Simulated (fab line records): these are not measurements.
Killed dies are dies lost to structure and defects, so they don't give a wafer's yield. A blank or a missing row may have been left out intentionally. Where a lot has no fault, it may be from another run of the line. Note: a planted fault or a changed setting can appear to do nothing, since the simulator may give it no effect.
Split-lot study | flow n5-finfet | 7 lots, 21 wafers read, on a route of 1938 steps

== ON THE SPLIT ==
At N5_HKMG_FIN_COAT_66 (time 60 s, resist thk 300 nm), the setting spin-rpm was moved away from the recipe's 1500 rpm on 9 of the 21 wafers read, by -10.1% to +7.3%. The other wafers ran this setting at the recipe's value.

The reading is taken at the split's own step.

== THE READING ==
SOC_of_HKMG_FIN_COAT_66.thk-nm (the simulator's own value, which no gauge read), in nm, at N5_HKMG_FIN_COAT_66 (time 60 s, resist thk 300 nm). The file gives no usual value for it. Here, 12 wafers ran the recipe; their average is 300.8 nm with a standard deviation of 0.9 nm.

wafer  | tool, chamber at the split | spin-rpm as run, rpm | against the recipe | SOC_of_HKMG_FIN_COAT_66.thk-nm, nm | against lot-mates on the recipe
L078.1 | litho-track-05, 0          | 1445                 | -3.7%              | 307                                | +5.0
L078.3 | litho-track-05, 0          | 1500                 | recipe             | 302                                | -
L078.4 | litho-track-05, 0          | 1500                 | recipe             | 302                                | -
L081.1 | litho-track-05, 0          | 1500                 | recipe             | 301                                | -
L081.2 | litho-track-05, 0          | 1395                 | -7.0%              | 312.6                              | +11.6
L081.6 | litho-track-05, 0          | 1395                 | -7.0%              | 313.2                              | +12.2
L083.1 | litho-track-05, 0          | 1500                 | recipe             | 301                                | -
L083.2 | litho-track-05, 0          | 1500                 | recipe             | 301.8                              | -
L083.6 | litho-track-05, 0          | 1500                 | recipe             | 300.8                              | -
L084.1 | litho-track-02, 0          | 1500                 | recipe             | 300.4                              | -
L084.6 | litho-track-02, 0          | 1500                 | recipe             | 300.4                              | -
L084.5 | litho-track-02, 0          | 1500                 | recipe             | 300                                | -
L086.2 | litho-track-02, 0          | 1349                 | -10.1%             | 317.8                              | +16.4
L086.4 | litho-track-02, 0          | 1349                 | -10.1%             | 317.8                              | +16.4
L086.6 | litho-track-02, 0          | 1500                 | recipe             | 301.4                              | -
L087.1 | litho-track-05, 0          | 1554                 | +3.6%              | 293.4                              | -6.8
L087.3 | litho-track-05, 0          | 1554                 | +3.6%              | 295                                | -5.2
L087.5 | litho-track-05, 0          | 1500                 | recipe             | 300.2                              | -
L091.1 | litho-track-01, 0          | 1500                 | recipe             | 298.8                              | -
L091.2 | litho-track-01, 0          | 1609                 | +7.3%              | 288                                | -10.8
L091.5 | litho-track-01, 0          | 1609                 | +7.3%              | 289.4                              | -9.4

THE FIT
A straight line over all 21 wafers: SOC_of_HKMG_FIN_COAT_66.thk-nm changes by -1.7 nm for each +1% of spin-rpm; r = -0.99; the points scatter about the line by 0.82 nm.
The same after taking each lot's own level away (the mean of its wafers on the recipe; 21 wafers): -1.58 nm for each +1%; r = -1.00; scatter 0.68 nm.
According to that fit, moving spin-rpm by its largest amount changes the reading by 16 nm.
Measured against the standard deviation above, the lots' own levels, which go from 298.80 to 302.00 nm, span 3.6 times it.
Hence the lot-to-lot level has little effect on the slope; both slopes agree.
Check: for one of the wafers moved furthest among these (-10.1%), held out of the fit, the line's prediction against its lot-mates is +15.9 nm. Against them it came out at +16.4 nm.

== OTHER SPLITS APPLIED TO THESE WAFERS ==
Other splits were also applied to these wafers ahead of the reading. Each is held against what the fit with the lots' levels taken away leaves over:
other split on the same wafers | wafers away from the commonest value | r with SOC_of_HKMG_FIN_COAT_66.thk-nm (lot level and that fit taken away)
N5_SD_EPI_P_EPI_21 time-s      | 8                                    | -0.05
N5_SD_ACTIVATION_LSA_01 temp-c | 5                                    | -0.11

== THE FILE'S OWN FIT ==
SOC_of_HKMG_FIN_COAT_66.thk-nm changes by -1.58 nm for each +1% of spin-rpm, r = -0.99.
